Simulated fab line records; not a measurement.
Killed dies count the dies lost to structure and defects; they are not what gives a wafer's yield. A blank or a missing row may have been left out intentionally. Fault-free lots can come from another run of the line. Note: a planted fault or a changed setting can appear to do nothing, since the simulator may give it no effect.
Chamber matching -- flow n5Finfet -- 4 sister chambers for N5_ZERO_LAYER_ETCH_18 on rieSi-03
The step etches Si in HBr/Cl2, target depth 120 nm, time 40 s. 8 wafers are shown with their chamber, then 7 later ones without.

WAFERS PAIRED WITH THEIR CHAMBERS
wafer,chamber,throttleValvePct (%),oesProductAu (a.u.)
L080.3,3,36.01,1.010
L080.5,1,36.34,0.984
L082.1,3,36.01,1.012
L084.1,2,36.04,0.992
L084.4,0,36.08,0.988
L084.5,1,36.37,0.983
L086.1,2,36.03,0.992
L086.4,0,36.08,0.981

WAFERS WITH NO CHAMBER GIVEN
wafer,throttleValvePct (%),oesProductAu (a.u.)
L086.5,36.34,0.987
L087.3,36.08,0.987
L087.4,36.03,0.993
L087.6,36.02,1.018
L093.3,36.03,0.991
L093.4,36.01,1.010
L093.6,36.09,0.996

WHICH CHAMBER EACH WENT THROUGH
wafer,from the rows above,in truth
L086.5,1,1
L087.3,0,0
L087.4,2,2
L087.6,3,3
L093.3,2,2
L093.4,3,3
L093.6,can't be placed: 0 or 2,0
Correctly placed: 6 of 7. Cannot be placed on the basis of these rows: 1; the candidates contain the true chamber in 1. Number placed wrongly: 0.
How it was worked out, from the rows above alone: a wafer's distance from a chamber is the root of the sum, over the readings, of the square of ((its reading less the chamber's mean) divided by the reading's scatter). If the next closest chamber is less than 2 further off than the closest, the wafer can't be placed; otherwise it belongs to the closest. The mean given for a chamber averages the wafers shown for that chamber. The scatter: take each reading less its chamber's mean, square it, sum over the shown wafers, divide by the number of wafers less the number of chambers, and take the root.
